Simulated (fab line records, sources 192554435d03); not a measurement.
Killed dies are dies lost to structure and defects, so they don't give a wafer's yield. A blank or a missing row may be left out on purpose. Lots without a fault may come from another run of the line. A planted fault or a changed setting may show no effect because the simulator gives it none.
Chamber matching | flow n5_finfet | N5_BEOL_M3_DESCUM_33 on rie_diel-06: 4 sister chambers
The step chemistry O2, time 7 s. 8 wafers are shown with their chamber, then 8 later ones without.

WAFERS WITH THEIR CHAMBER
wafer  | chamber | showerhead_plenum_p_Torr (Torr) | oes_product_au (a.u.)
L075.4 | 1       | 2.06                            | 0.97
L076.5 | 1       | 2.05                            | 0.95
L081.2 | 0       | 2.19                            | 0.76
L086.6 | 0       | 2.18                            | 0.74
L088.2 | 3       | 1.97                            | 0.67
L088.5 | 3       | 1.97                            | 0.67
L088.6 | 2       | 2.10                            | 0.77
L090.3 | 2       | 2.10                            | 0.77

WAFERS WITHOUT THEIR CHAMBER
wafer  | showerhead_plenum_p_Torr (Torr) | oes_product_au (a.u.)
L090.5 | 2.10                            | 0.77
L090.6 | 2.04                            | 0.90
L093.1 | 2.18                            | 0.74
L093.4 | 2.18                            | 0.75
L093.5 | 2.10                            | 0.76
L095.4 | 2.04                            | 0.89
L095.5 | 2.10                            | 0.77
L095.6 | 2.18                            | 0.74

WHICH CHAMBER EACH WENT THROUGH
wafer  | from the rows above | in truth
L090.5 | 2                   | 2
L090.6 | 1                   | 1
L093.1 | 0                   | 0
L093.4 | 0                   | 0
L093.5 | 2                   | 2
L095.4 | 1                   | 1
L095.5 | 2                   | 2
L095.6 | 0                   | 0
Placed correctly: 8 of 8. Can't be placed from these rows: 0. Placed wrongly: 0.
How it was worked out, from the rows above alone: a wafer's distance from a chamber is the root of the sum, over the readings, of the square of ((its reading less the chamber's mean) divided by the reading's scatter). The wafer belongs to the nearest chamber; if the next one is less than 2 further off, it can't be placed. A chamber's mean is the mean of its shown wafers. The scatter: the root of (the sum of the squares of (reading less its chamber's mean) over the shown wafers, divided by (wafers less chambers)).
